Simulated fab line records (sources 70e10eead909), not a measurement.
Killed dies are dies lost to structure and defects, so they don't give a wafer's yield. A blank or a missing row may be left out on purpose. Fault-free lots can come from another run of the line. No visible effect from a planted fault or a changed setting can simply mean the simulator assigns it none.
Struck lot and sound lot, side by side :: flow nandHarc :: 14 steps out of a route of 1302
Sound: wafers L913.2, L913.3, L913.5. Struck: wafer L926.1 (left out: L926.5, L926.6 of the same lot, which were not struck); the cause appears at the end.
At each step with rows: each side's tool, then ch and its chambers, then its first start. Under that, the readings that differ: sound wafers :: struck wafers :: difference of the means :: sigmas: that difference in standard deviations of wafers without a fault.
alike: readings whose means differ by less than 2 such deviations, and words and numbers that are the same on both sides. not compared: withheld readings, readings that some wafer has no value for, bounds like >300 that may hide the same value, and numbers for which the record gives no deviation and whose values overlap.
A row with sigmas, a row that says differs or no value, or rows on one side alone: a step with any of these is where the two part. Numbers that don't overlap but have no deviation are shown without sigmas and don't part them. A reading that every wafer of one side lacks parts them only if that side has two wafers or more.

NHARC_A_M0_CMP_23: polishes, t overpolish 20 s, target thk 113.75 nm.
  sound on cmp-04 ch 0,1,2, day 24 22:53; struck on cmp-01 ch 0, day 30 13:03
  alike: motorCurrentA, slurryFilterDpKPa, timeToEndpointS
NHARC_A_M0_THK_MEAS_24: measures by xrf.
  sound: filmMetro-01 at day 24 23:08; struck: filmMetro-02 at day 30 13:16
  alike: thkNm
after that, 1 step had no rows for these wafers: NHARC_A_M0_SRD_25.
NHARC_A_M0_INSPECT_27:
  sound: defectInspect-02 at day 24 23:17; struck: defectInspect-02 at day 30 13:26
  alike: rawDefectCount
NHARC_A_M0_PRE_CLEAN_31: time 12 s.
  sound on pecvd-01 ch 0,1,2, day 24 23:22; struck on pecvd-02 ch 0, day 30 13:31
  alike: heaterPowerW
NHARC_A_M0_DEP_32: deposits SiCN, target thk 30 nm.
  sound on pecvd-01 ch 0,1,2, day 24 23:26; struck on pecvd-02 ch 0, day 30 13:37
  alike: heaterPowerW
then, 5 steps without rows for these wafers: NHARC_A_M1_DEP_00 (deposits SiOC, target thk 182.5 nm); NHARC_A_M1_DEHYDRATE_01 (time 120 s); NHARC_A_M1_HMDS_02 (time 30 s); NHARC_A_M1_COAT_34 (time 65 s); NHARC_A_M1_COAT_03 (resist thk 90 nm).
NHARC_A_M1_SOFTBAKE_04: time 55 s.
  sound on lithoTrack-01 ch 0, day 25 00:00; struck on lithoTrack-04 ch 0, day 30 14:00
reading: heaterPowerTotalW (W)
sound: 188.45 188.37 188.49
struck: 206.84
difference: +18.40
sigmas: +99 or more
  alike: chillPlateTempC
after that, 1 step had no rows for these wafers: NHARC_A_M1_EBR_05.
NHARC_END_SORT_01:
  sound on prober-02 ch 0, day 26 20:53; struck on prober-01 ch 0, day 32 03:34
reading: killedAtOther
sound: 0 0 0
struck: 3
difference: +3
sigmas: +2
  alike: defectLimitedYield, killedAtArray, killedAtPeriphery, killedDies, killedOpen, killedShort, sort_bin_2_pct, sort_bin_3_pct, sort_bin_4_pct, sortNPass, sortRimYieldPct, sortYieldPct

WHERE THEY PART
Last at NHARC_END_SORT_01 as far as this record goes, first at NHARC_A_M1_SOFTBAKE_04.

WHY: what had been put in by the simulator
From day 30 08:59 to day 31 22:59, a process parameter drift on lithoTrack-04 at NHARC_A_M1_SOFTBAKE_04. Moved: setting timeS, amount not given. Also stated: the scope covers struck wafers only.
